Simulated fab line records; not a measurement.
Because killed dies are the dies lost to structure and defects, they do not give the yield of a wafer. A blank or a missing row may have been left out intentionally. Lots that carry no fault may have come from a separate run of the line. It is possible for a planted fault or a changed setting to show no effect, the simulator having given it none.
A struck lot beside a sound one | flow nand harc | 19 steps out of a route of 1159
Sound: wafers L646.2, L646.4, L646.6. Wafers L644.3, L644.4, L644.6 were the ones struck. Last of all comes the cause.
Each step with rows lists, per side, the tool, then ch with its chambers, then its first start. Under that, the readings that differ: sound wafers | struck wafers | difference of the means | sigmas: that difference in standard deviations of wafers without a fault.
alike: same words and numbers on both sides, and readings whose means sit less than 2 such deviations apart. not compared: any withheld reading, any reading some wafer has no value for, any bound like >300 that may hide the same value, and any number with overlapping values for which the record gives no deviation.
Wherever a step has rows on one side only, a row that says differs or no value, or a row with sigmas, the two part there. Numbers that have no deviation but don't overlap get no sigmas and don't part them. A reading that every wafer of one side lacks parts them only if that side has two wafers or more.

first, 1 step without rows for these wafers: NHARC_P_GATE_DEVELOP_90 (time 70 s).
NHARC_P_GATE_CD_MEAS_91: target cd 2000 nm.
  sound on cd sem-02 ch 0, day 8 14:34; struck on cd sem-01 ch 0, day 8 21:04
  reading    | sound                | struck               | difference | sigmas
  cd nm (nm) | 2002.2 2000.7 2004.3 | 1998.7 1995.5 1997.6 | -5.1       | -2
then, 1 step without rows for these wafers: NHARC_P_GATE_HARDBAKE_92 (time 80 s).
NHARC_P_GATE_DESCUM_93: chemistry O2, time 3 s.
  sound on rie diel-09 ch 1,3, day 8 14:49; struck on rie diel-09 ch 0,2,3, day 8 21:15
  alike: drypump motor current A, mfc ar sccm, oes product au, rf vpp V, showerhead plenum p Torr, throttle valve pct
  not compared: rf hours counter h
then, 1 step without rows for these wafers: NHARC_P_GATE_IMPLANT_94.
NHARC_P_GATE_STRIP_113: strips in N2/H2, time 740 s.
  sound on plasma asher-01 ch 0,1, day 8 15:10; struck on plasma asher-01 ch 0,1, day 8 21:50
  alike: drypump motor current A, heater power w, temp c
  not compared: rf hours counter h
NHARC_P_GATE_STRIP_95: strips in O2.
  sound on plasma asher-01 ch 0,1, day 8 15:53; struck on plasma asher-01 ch 0,1, day 8 22:20
  alike: drypump motor current A, heater power w, temp c
  not compared: rf hours counter h
then, 5 steps without rows for these wafers: NHARC_P_GATE_STRIP_96 (strips in SPM, time 900 s); NHARC_P_GATE_RTA_64 (time 1 s); NHARC_P_GATE_ETCH_77 (etches SiO2 in dHF, target depth 6 nm); NHARC_P_GATE_DEGAS_109 (time 60 s); NHARC_P_GATE_PRE_CLEAN_110 (time 30 s).
NHARC_P_GATE_SPUTTER_78: material Ni, target thk 10 nm.
  struck on pvd sputter-03, day 8 23:27; sound on pvd sputter-02, day 8 16:59
then, 1 step without rows for these wafers: NHARC_P_GATE_SPUTTER_79 (material TiN, target thk 10 nm).
NHARC_P_GATE_RTA_80: time 30 s.
  sound on rtp anneal-01 ch 0, day 8 17:22; struck on rtp anneal-01 ch 0, day 8 23:43
  alike: lamp power pct, lamp_zone_1_pct, wafer_temp_C_max
then, 1 step without rows for these wafers: NHARC_P_GATE_STRIP_67 (strips in SPM, time 600 s).
NHARC_P_GATE_RTA_82: time 30 s.
  sound on rtp anneal-02 ch 0, day 8 17:58; struck on rtp anneal-02 ch 0, day 9 00:13
  alike: lamp power pct, lamp_zone_1_pct, wafer_temp_C_max
NHARC_P_GATE_INSPECT_68:
  struck on defect inspect-02, day 9 00:29; sound on defect inspect-02, day 8 18:08
  reading          | sound       | struck      | difference | sigmas
  raw defect count | 115 114 104 | 267 185 282 | +134       | +2
-- break in the record here, with 14 days between the starts of the struck wafers on either side (left off in module P_GATE, picked up again in module END, where the first step shown is number 1159 on the route) --
NHARC_END_SORT_01:
  sound on prober-02 ch 0, day 22 07:47; struck on prober-02 ch 0, day 23 08:57
  reading             | sound    | struck                                                               | difference                   | sigmas
  hold                | - - -    | await dispo/2.4h/scrap await dispo/2.4h/scrap await dispo/2.4h/scrap | no value on the sound wafers |
  killed at periphery | 4 1 4    | 621 615 621                                                          | +616                         | +99 or more
  killed dies         | 22 20 26 | 647 644 649                                                          | +624                         | +62
  alike: killed at array, killed at other, killed open, killed short

WHERE THEY PART
Earliest at NHARC_P_GATE_CD_MEAS_91; latest, in this record, at NHARC_END_SORT_01.

WHY: what the simulator had put in
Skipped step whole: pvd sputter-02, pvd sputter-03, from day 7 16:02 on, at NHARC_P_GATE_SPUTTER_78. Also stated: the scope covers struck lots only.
